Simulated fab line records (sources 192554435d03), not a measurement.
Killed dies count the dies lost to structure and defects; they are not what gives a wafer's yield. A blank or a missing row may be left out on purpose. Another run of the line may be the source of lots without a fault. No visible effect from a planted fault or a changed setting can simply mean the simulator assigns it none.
fab line records | flow n5Finfet
record: lots: 6 | wafers: 16 | lastDay: 18
route steps=1938 shown BEOL_M6@1199 PASSIVATION@1936
lots with no fault: from the same line, run without faults
startH: hours from the record's first day to the start of the lot's first wafer shown | waitH: how many hours have passed since the lot's step before this one | " unchanged from the row above | L1.1+2: several wafers, shown together as one row | - value missing, or start not given | * or withheld: withheld | < > ~ a bound
route shown NAME@n: NAME is a module with steps in the file, n the number in the route of the first one | usual: the fault-free wafers' mean and standard deviation | same: alike in all rows | chamber/n: place in a boat | sites: each site's reading | _std_site: their standard deviation | _edge_site: inner sites' mean taken away from outer sites' mean | radiusMm: for every site, how far away it sits from the centre of the wafer | mask NAME#n: copy n | behind: the most recent tool/chamber to have shaped the wafer | hold: why the lot went on hold/how many hours it stayed there/how the hold came to an end | device: the n, p or np transistor that did not switch | end of line: at the end of the route, the tests of the same wafers | where a step has no rows: the recipe by itself | killed: dies that structure and defects cost at the first sort, which is not the same as the wafer's yield | map: a wafer's dies, x killed, . not, _ none there
set.NAME: the setting the step ran with; set.NAME@STEP: the setting that earlier step ran with | model.NAME: the simulator's own value behind a step, which no gauge read
lots at selected steps of the route; one table per step, one row per wafer
services: from which hour (startH, from the record's first day; less than 0 if before it) a tool's chamber was out of use, for how many hours, and why
== steps ==
step: N5_BEOL_M6_COAT_59
recipe: resist: SOC | tempC: 250 | timeS: 60 | spinRpm: 1500 | resistThkNm: 100
step: N5_BEOL_M6_COAT_60
recipe: resist: SiARC | tempC: 220 | timeS: 60 | spinRpm: 1500 | resistThkNm: 35
step: N5_BEOL_M6_COAT_05
recipe: resist: CAR-ArF | spinRpm: 1500 | resistThkNm: 90
step: N5_BEOL_M6_EBR_07
recipe: solvent: PGMEA | ebrWidthMm: 1.5
step: N5_BEOL_M6_SOFTBAKE_06
recipe: tempC: 110 | timeS: 60 | resist: CAR-ArF
step: N5_BEOL_M6_EXPOSE_08
recipe: maskId: M6 | na: 1.35 | sourceShape: dipole | sigmaInner: 0.817 | sigmaOuter: 0.97 | polarization: te | doseMj: 68.25
step: N5_BEOL_M6_PEB_09
recipe: pebTempC: withheld | pebTimeS: 60 | resist: CAR-ArF
step: N5_BEOL_M6_DEVELOP_10
recipe: developTimeS: 30 | developer: TMAH | resist: CAR-ArF | rinseLiquid: diw | dry: airSpin | devTempC: 23
step: N5_BEOL_M6_CD_MEAS_11
recipe: targetCdNm: 38.5 | landingEnergyEv: 500 | detector: seInlens | polarity: opening
usual: cdNm: 38.6/0.53
lot.wafer | tool     | chamber | startH | waitH | cdNm
L545.1    | cdSem-02 | 0       | 204.33 | -     | 38.5
L545.2    | "        | 0       | "      | "     | 38.6
L545.4    | "        | 0       | "      | "     | 38.9
L547.1    | cdSem-03 | 0       | 228.95 | -     | 38.2
L547.4    | "        | 0       | "      | "     | 38.2
L547.5    | "        | 0       | "      | "     | 39.4
L555.2    | cdSem-03 | 0       | 269.84 | -     | 38.4
L555.6    | "        | 0       | "      | "     | 39.3
L558.4    | cdSem-01 | 0       | 284.12 | -     | 38.6
L558.5    | "        | 0       | "      | "     | 38.7
L560.3    | cdSem-03 | 0       | 301.06 | -     | 39.2
L560.4    | "        | 0       | "      | "     | 39.4
L560.5    | "        | 0       | "      | "     | 38.8
L565.2    | cdSem-02 | 0       | 335.38 | -     | 38.6
L565.4    | "        | 0       | "      | "     | 38.1
L565.6    | "        | 0       | "      | "     | 38.6
step: N5_BEOL_M6_OVL_MEAS_12
recipe: pointsPerWafer: 44
usual: M6_OVL: -1.0/0.76
lot.wafer | tool       | chamber | startH | waitH | M6_OVL[nm]
L545.1    | overlay-02 | 0       | 204.36 | 0.0   | -0.9
L545.2    | "          | 0       | "      | "     | -0.7
L545.4    | "          | 0       | "      | "     | -1.3
L547.1    | overlay-01 | 0       | 228.98 | 0.0   | -1.0
L547.4    | "          | 0       | "      | "     | -1.6
L547.5    | "          | 0       | "      | "     | -0.5
L555.2    | overlay-01 | 0       | 269.87 | 0.0   | 0.0
L555.6    | "          | 0       | "      | "     | 0.9
L558.4    | overlay-01 | 0       | 284.15 | 0.0   | -1.9
L558.5    | "          | 0       | "      | "     | -0.9
L560.3    | overlay-01 | 0       | 301.08 | 0.0   | -1.9
L560.4    | "          | 0       | "      | "     | -1.8
L560.5    | "          | 0       | "      | "     | -1.7
L565.2    | overlay-02 | 0       | 335.41 | 0.0   | -0.3
L565.4    | "          | 0       | "      | "     | -0.3
L565.6    | "          | 0       | "      | "     | 0.0
step: N5_BEOL_M6_INSPECT_13
recipe: mode: adi | inspectInstrument: brightfield
usual: rawDefectCount: 441/91
lot.wafer | tool             | chamber | startH | waitH | rawDefectCount
L545.1    | defectInspect-02 | -       | 204.38 | 0.0   | 421
L545.2    | "                | -       | "      | "     | 605
L545.4    | "                | -       | "      | "     | 525
L547.1    | defectInspect-02 | -       | 229.01 | 0.0   | 466
L547.4    | "                | -       | "      | "     | 339
L547.5    | "                | -       | "      | "     | 589
L555.2    | defectInspect-02 | -       | 269.89 | 0.0   | 594
L555.6    | "                | -       | "      | "     | 495
L558.4    | defectInspect-01 | -       | 284.17 | 0.0   | 477
L558.5    | "                | -       | "      | "     | 459
L560.3    | defectInspect-02 | -       | 301.11 | 0.0   | 374
L560.4    | "                | -       | "      | "     | 345
L560.5    | "                | -       | "      | "     | 412
L565.2    | defectInspect-02 | -       | 335.43 | 0.0   | 496
L565.4    | "                | -       | "      | "     | 561
L565.6    | "                | -       | "      | "     | 449
step: N5_BEOL_M6_DESCUM_16
recipe: chemistry: O2 | timeS: 7.9 | sourcePowerW: 50 | biasPowerW: 20 | pressureMtorr: 20 | rfFrequencyHz: 2.712e+07 | tempC: 40 | resist: CAR-ArF | o2FlowSccm: 225
usual: drypumpMotorCurrentA: 5.9/0.4 | oesProductAu: 0.78/0.1 | rfVppV: 242.7/1.4 | showerheadPlenumPTorr: 2.06/0.079 | throttleValvePct: 20.37/0.22
lot.wafer | tool       | chamber | startH | waitH | drypumpMotorCurrentA | oesProductAu | rfHoursCounterH | rfVppV | showerheadPlenumPTorr | throttleValvePct
L545.1    | rieDiel-03 | 0       | 204.48 | 0.1   | 6.3                  | 0.65         | 247             | 243.1  | 2.07                  | 20.63
L545.2    | "          | 1       | "      | "     | 6.3                  | 0.76         | 129             | 245.8  | 2.10                  | 20.45
L545.4    | "          | 3       | "      | "     | 5.9                  | 0.72         | -               | 243.4  | 2.05                  | 20.03
L547.1    | rieDiel-03 | 2       | 229.04 | 0.0   | 5.5                  | 0.99         | 3               | 243.3  | 2.04                  | 19.96
L547.4    | "          | 1       | "      | "     | 6.3                  | 0.76         | -               | 242.7  | 2.09                  | 20.45
L547.5    | "          | 2       | "      | "     | 5.5                  | 0.99         | -               | 242.5  | 2.04                  | 19.95
L555.2    | rieDiel-02 | 1       | 269.92 | 0.0   | 5.4                  | 0.71         | 216             | 243.7  | 2.16                  | 20.31
L555.6    | "          | 3       | "      | "     | 6.0                  | 0.81         | -               | 242.7  | 2.01                  | 20.44
L558.4    | rieDiel-02 | 0       | 284.34 | 0.2   | 6.3                  | 0.72         | 182             | 240.6  | 1.89                  | 20.44
L558.5    | "          | 0       | "      | "     | 6.3                  | 0.72         | -               | 239.2  | 1.89                  | 20.44
L560.3    | rieDiel-05 | 1       | 301.16 | 0.1   | 5.1                  | 0.98         | 3               | 244.9  | 2.16                  | 20.53
L560.4    | "          | 0       | "      | "     | 5.7                  | 0.96         | 9               | 244.6  | 2.16                  | 20.08
L560.5    | "          | 3       | "      | "     | 6.5                  | 0.67         | -               | 245.3  | 2.14                  | 20.71
L565.2    | rieDiel-02 | 1       | 335.47 | 0.0   | 5.4                  | 0.69         | 243             | 244.7  | 2.15                  | 20.33
L565.4    | "          | 2       | "      | "     | 5.8                  | 0.86         | 50              | 241.8  | 2.05                  | 20.42
L565.6    | "          | 2       | "      | "     | 5.8                  | 0.85         | -               | 242.3  | 2.05                  | 20.42
step: N5_BEOL_M6_ETCH_61
recipe: chemistry: CF4 | target: SiARC | targetDepthA: 455 | maskMaterial: CAR-ArF | timeS: 75.8 | ionEnergyEv: 80 | pressureMtorr: 40 | sourceW: 545 | biasW: 36 | Ar_flow_sccm: 100 | cf4FlowSccm: 100 | ends: cleared
usual: biasW: 36.01/0.11 | drypumpMotorCurrentA: 5.9/0.4 | etchRfOnTimeS: 75.5/1.7 | oesProductAu: 0.67/0.086 | rfVppV: 183.6/1.2 | showerheadPlenumPTorr: 2.11/0.072 | throttleValvePct: 15.59/0.2
lot.wafer | tool       | chamber | startH | waitH | biasW | drypumpMotorCurrentA | etchRfOnTimeS | oesProductAu | rfHoursCounterH | rfVppV | showerheadPlenumPTorr | throttleValvePct
L545.1    | rieDiel-03 | 0       | 204.52 | 0.0   | 36.24 | 6.3                  | 77.3          | 0.56         | 247             | 184.3  | 2.11                  | 15.86
L545.2    | "          | 1       | "      | "     | 36.17 | 6.4                  | 77.2          | 0.65         | 129             | 183.8  | 2.14                  | 15.62
L545.4    | "          | 3       | "      | "     | 35.98 | 5.9                  | 73.8          | 0.62         | -               | 183.5  | 2.13                  | 15.47
L547.1    | rieDiel-03 | 2       | 229.08 | 0.0   | 36.14 | 5.5                  | 72.8          | 0.86         | 3               | 182.9  | 2.11                  | 15.23
L547.4    | "          | 1       | "      | "     | 36.01 | 6.3                  | 77.0          | 0.65         | -               | 184.2  | 2.14                  | 15.62
L547.5    | "          | 2       | "      | "     | 36.01 | 5.5                  | 73.2          | 0.86         | -               | 183.4  | 2.11                  | 15.22
L555.2    | rieDiel-02 | 1       | 269.96 | 0.0   | 36.03 | 5.4                  | 51.8          | 0.77         | 217             | 184.1  | 2.21                  | 15.58
L555.6    | "          | 3       | "      | "     | 35.93 | 6.0                  | 75.1          | 0.69         | -               | 183.3  | 2.07                  | 15.64
L558.4    | rieDiel-02 | 0       | 284.37 | 0.0   | 35.86 | 6.4                  | 75.1          | 0.62         | 182             | 181.7  | 1.96                  | 15.75
L558.5    | "          | 0       | "      | "     | 35.87 | 6.3                  | 49.3          | 0.81         | -               | 181.7  | 1.96                  | 15.75
L560.3    | rieDiel-05 | 1       | 301.20 | 0.0   | 35.82 | 5.2                  | 72.0          | 0.87         | 3               | 184.5  | 2.18                  | 15.46
L560.4    | "          | 0       | "      | "     | 36.04 | 5.7                  | 73.7          | 0.84         | 9               | 186.6  | 2.19                  | 15.11
L560.5    | "          | 3       | "      | "     | 36.03 | 6.5                  | 74.4          | 0.59         | -               | 185.6  | 2.19                  | 15.96
L565.2    | rieDiel-02 | 1       | 335.50 | 0.0   | 36.16 | 5.4                  | 78.9          | 0.58         | 243             | 183.7  | 2.20                  | 15.62
L565.4    | "          | 2       | "      | "     | 35.98 | 5.8                  | 75.5          | 0.71         | 50              | 183.0  | 2.09                  | 15.51
L565.6    | "          | 2       | "      | "     | 35.90 | 5.7                  | 75.5          | 0.73         | -               | 183.0  | 2.09                  | 15.52
step: N5_BEOL_M6_ETCH_62
recipe: chemistry: N2/H2 | target: SOC | targetDepthA: 1100 | overetchA: 220 | maskMaterial: SiARC | tempC: 40 | timeS: 165 | ionEnergyEv: 200 | pressureMtorr: 30 | sourceW: 840 | biasW: 150 | n2FlowSccm: 200 | h2FlowSccm: 200
usual: biasW: 150.0/0.53 | drypumpMotorCurrentA: 5.9/0.4 | oesProductAu: 0.66/0.082 | rfVppV: 523.0/2.6 | showerheadPlenumPTorr: 2.51/0.09 | throttleValvePct: 17.78/0.21
lot.wafer | tool       | chamber | startH | waitH | biasW | drypumpMotorCurrentA | oesProductAu | rfHoursCounterH | rfVppV | showerheadPlenumPTorr | throttleValvePct
L545.1    | rieDiel-03 | 0       | 204.57 | 0.0   | 150.4 | 6.3                  | 0.57         | 247             | 523.2  | 2.50                  | 17.98
L545.2    | "          | 1       | "      | "     | 150.3 | 6.3                  | 0.64         | 129             | 525.0  | 2.54                  | 17.74
L545.4    | "          | 3       | "      | "     | 150.1 | 5.9                  | 0.60         | -               | 522.8  | 2.54                  | 17.70
L547.1    | rieDiel-03 | 2       | 229.13 | 0.0   | 149.8 | 5.5                  | 0.83         | 3               | 522.5  | 2.48                  | 17.39
L547.4    | "          | 1       | "      | "     | 150.6 | 6.3                  | 0.65         | -               | 523.5  | 2.54                  | 17.74
L547.5    | "          | 2       | "      | "     | 150.1 | 5.5                  | 0.83         | -               | 522.0  | 2.48                  | 17.41
L555.2    | rieDiel-02 | 1       | 270.01 | 0.0   | 150.7 | 5.4                  | 0.60         | 217             | 525.7  | 2.64                  | 17.88
L555.6    | "          | 3       | "      | "     | 149.4 | 6.0                  | 0.68         | -               | 521.8  | 2.45                  | 17.81
L558.4    | rieDiel-02 | 0       | 284.43 | 0.0   | 149.2 | 6.3                  | 0.61         | 182             | 516.9  | 2.33                  | 17.98
L558.5    | "          | 0       | "      | "     | 149.7 | 6.3                  | 0.62         | -               | 517.6  | 2.33                  | 17.99
L560.3    | rieDiel-05 | 1       | 301.26 | 0.0   | 149.6 | 5.2                  | 0.84         | 3               | 524.4  | 2.60                  | 17.68
L560.4    | "          | 0       | "      | "     | 149.3 | 5.8                  | 0.81         | 9               | 525.3  | 2.59                  | 17.30
L560.5    | "          | 3       | "      | "     | 150.0 | 6.5                  | 0.57         | -               | 526.1  | 2.62                  | 18.31
L565.2    | rieDiel-02 | 1       | 335.56 | 0.0   | 149.8 | 5.4                  | 0.58         | 243             | 525.9  | 2.62                  | 17.91
L565.4    | "          | 2       | "      | "     | 150.6 | 5.8                  | 0.72         | 50              | 521.1  | 2.46                  | 17.71
L565.6    | "          | 2       | "      | "     | 150.6 | 5.8                  | 0.72         | -               | 522.3  | 2.46                  | 17.71
step: N5_PASSIVATION_PROBE_49
usual: defectLimitedYield: 91.3/1.3 | killed_at_M0_to_M3: 35/9.3 | killed_at_M4_up: 14/5.2 | killedAtContacts: 12/5.9 | killedAtFrontEnd: 38/11 | killedAtOther: 4/3.7 | killedDies: 103/15 | killedOnRim: 14/4 | killedOpen: 67/12 | killedShort: 34/8 | sort_bin_5_function: 5.1/0.88 | sort_bin_6_memory: 3.3/0.65 | sort_bin_8_speed: 0.00/0.03 | sortNPass: 1077/15 | sortYieldPct: 91.3/1.3
same: grossDies: 1180 | killedAtBackSide: 0 | sort_bin_4_leakage[%]: 0
lot.wafer | tool      | chamber | startH | waitH | defectLimitedYield[%] | killed_at_M0_to_M3 | killed_at_M4_up | killedAtContacts | killedAtFrontEnd | killedAtOther | killedDies | killedOnRim | killedOpen | killedShort | sort_bin_5_function[%] | sort_bin_6_memory[%] | sort_bin_8_speed[%] | sortNPass | sortYieldPct[%]
L547.1    | prober-01 | -       | 328.47 | 0.0   | 92.4                  | 29                 | 15              | 8                | 38               | 0             | 90         | 10          | 65         | 24          | 4.4                    | 3.1                  | 0                   | 1090      | 92.4
L547.4    | prober-01 | -       | 328.62 | 0.2   | 90.4                  | 41                 | 9               | 7                | 48               | 8             | 113        | 9           | 71         | 40          | 5.8                    | 3.4                  | 0                   | 1067      | 90.4
L547.5    | prober-01 | -       | 328.67 | 0.2   | 92.0                  | 31                 | 9               | 8                | 44               | 2             | 94         | 6           | 54         | 39          | 4.7                    | 2.8                  | 0                   | 1086      | 92.0
L558.4    | prober-02 | -       | 382.73 | 0.2   | 89.7                  | 44                 | 23              | 19               | 33               | 3             | 122        | 17          | 89         | 31          | 6.2                    | 4.2                  | 0                   | 1058      | 89.7
L558.5    | prober-02 | -       | 382.78 | 0.2   | 88.8                  | 47                 | 9               | 14               | 59               | 3             | 132        | 12          | 79         | 51          | 6.9                    | 3.6                  | 0                   | 1048      | 88.8
L560.3    | prober-02 | -       | 394.42 | 0.1   | 91.6                  | 28                 | 19              | 8                | 39               | 5             | 99         | 11          | 75         | 23          | 5.0                    | 3.2                  | 0                   | 1081      | 91.6
L560.4    | prober-02 | -       | 394.47 | 0.2   | 90.8                  | 27                 | 16              | 10               | 47               | 8             | 108        | 12          | 72         | 28          | 5.3                    | 3.3                  | 0                   | 1072      | 90.8
L560.5    | prober-02 | -       | 394.52 | 0.2   | 90.8                  | 30                 | 8               | 14               | 54               | 3             | 109        | 22          | 67         | 40          | 5.2                    | 3.9                  | 0                   | 1071      | 90.8
killed by level:class
L547.1 BEOL_M3:geometricParticle:open=11 FIN_SAQP:geometricParticle:open=9 MOL_CONTACT_COAG:geometricParticle:open=7 BEOL_M0_SAQP:geometricParticle:short=7 GATE_CUT:geometricParticle:short=6 BEOL_M0_SAQP:geometricParticle:open=6 GATE_CUT:geometricParticle:open=5 FIN_SAQP:geometricParticle:short=4
L547.4 BEOL_M3:geometricParticle:open=13 FIN_SAQP:geometricParticle:open=7 FIN_SAQP:geometricParticle:short=7 MOL_CONTACT_COAG:geometricParticle:open=7 BEOL_M0_SAQP:geometricParticle:open=7 BEOL_M0_SAQP:geometricParticle:short=6 BEOL_M0:geometricParticle:open=6 STI_FIN_REVEAL:geometricParticle:open=5
L547.5 BEOL_M0_SAQP:geometricParticle:short=10 FIN_SAQP:geometricParticle:short=9 BEOL_M3:geometricParticle:open=8 ILD0:geometricParticle:open=6 MOL_CONTACT_COAG:geometricParticle:open=6 STARTING-WAFER:geometricParticle:short=6 STI_FIN_REVEAL:geometricParticle:open=5 BEOL_M0_SAQP:geometricParticle:open=5
L558.4 MOL_CONTACT_COAG:geometricParticle:open=18 BEOL_M0_SAQP:geometricParticle:open=15 BEOL_M0_SAQP:geometricParticle:short=10 STI_FIN_REVEAL:geometricParticle:open=8 BEOL_M1:geometricParticle:open=8 BEOL_M4:geometricParticle:open=8 BEOL_M5:geometricParticle:open=7 FIN_SAQP:geometricParticle:open=5
L558.5 STI_FIN_REVEAL:geometricParticle:open=16 BEOL_M0_SAQP:geometricParticle:short=16 FIN_SAQP:geometricParticle:open=12 MOL_CONTACT_COAG:geometricParticle:open=12 BEOL_M3:geometricParticle:open=12 FIN_SAQP:geometricParticle:short=8 BEOL_M0_SAQP:geometricParticle:open=6 BEOL_M5:geometricParticle:open=6
L560.3 STI_FIN_REVEAL:geometricParticle:open=13 BEOL_M2:geometricParticle:open=11 DUMMY_GATE:geometricParticle:open=9 BEOL_M4:geometricParticle:open=7 BEOL_M0:geometricParticle:open=7 MOL_CONTACT_COAG:geometricParticle:open=5 STI_FIN_REVEAL:geometricParticle:short=4 BEOL_M3:geometricParticle:open=4
L560.4 DUMMY_GATE:geometricParticle:open=13 STI_FIN_REVEAL:geometricParticle:open=9 MOL_CONTACT_COAG:geometricParticle:open=8 BEOL_M2:geometricParticle:open=8 BEOL_M4:geometricParticle:open=5 FIN_SAQP:geometricParticle:open=4 DUMMY_GATE:geometricParticle:short=4 BEOL_M3:geometricParticle:open=4
L560.5 STI_FIN_REVEAL:geometricParticle:open=11 MOL_CONTACT_COAG:geometricParticle:open=11 GATE_CUT:geometricParticle:short=9 DUMMY_GATE:geometricParticle:open=8 BEOL_M0_SAQP:geometricParticle:short=8 FIN_SAQP:geometricParticle:open=6 BEOL_M0_SAQP:geometricParticle:open=6 BEOL_M2:geometricParticle:open=6
== services ==
tool       | chamber | startH | hours | kind
rieDiel-02 | 2       | 188.84 | -     | clean
rieDiel-02 | 2       | 188.84 | -     | consumableReplace:focusRing
rieDiel-02 | 2       | 188.84 | 16.3  | scheduledDown
rieDiel-02 | 2       | 188.84 | 16.3  | ventCycle
rieDiel-03 | 2       | 203.59 | -     | clean
rieDiel-03 | 2       | 203.59 | -     | consumableReplace:focusRing
rieDiel-03 | 2       | 203.59 | 17.8  | scheduledDown
rieDiel-03 | 2       | 203.59 | 17.8  | ventCycle
rieDiel-03 | 1       | 217.32 | 3.5   | repair
rieDiel-03 | 0       | 221.39 | -     | clean
rieDiel-03 | 0       | 221.39 | -     | consumableReplace:focusRing
rieDiel-03 | 0       | 221.39 | 21.7  | scheduledDown
rieDiel-03 | 0       | 221.39 | 21.7  | ventCycle
rieDiel-05 | 3       | 253.97 | 1.8   | repair
rieDiel-05 | 0       | 257.65 | -     | clean
rieDiel-05 | 0       | 257.65 | -     | consumableReplace:focusRing
rieDiel-05 | 0       | 257.65 | 22.0  | scheduledDown
rieDiel-02 | 1       | 259.41 | 3.0   | repair
rieDiel-02 | 0       | 272.35 | 6.4   | repair
rieDiel-03 | 3       | 272.91 | 8.3   | repair
rieDiel-03 | 2       | 308.08 | 2.5   | repair
rieDiel-03 | 3       | 308.34 | 5.9   | repair
rieDiel-03 | 1       | 314.59 | 8.3   | repair
rieDiel-05 | 2       | 335.38 | 4.5   | repair
== key ==
firstSign: step: N5_BEOL_M6_ETCH_61 | reading: etchRfOnTimeS | direction: down | sigmas: 15 | usual: * | struck: *
effect none on later readings
metAt N5_BEOL_M6_ETCH_61
struckWafers L555.2,L558.5
fault: kind: processParameterDrift | tool: rieDiel-02 | chamber: - | onsetH: 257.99 | steps: N5_BEOL_M6_ETCH_61 | channel: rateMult | offset: 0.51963 | shape: step | endH: 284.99 | scope: struckWafersOnly
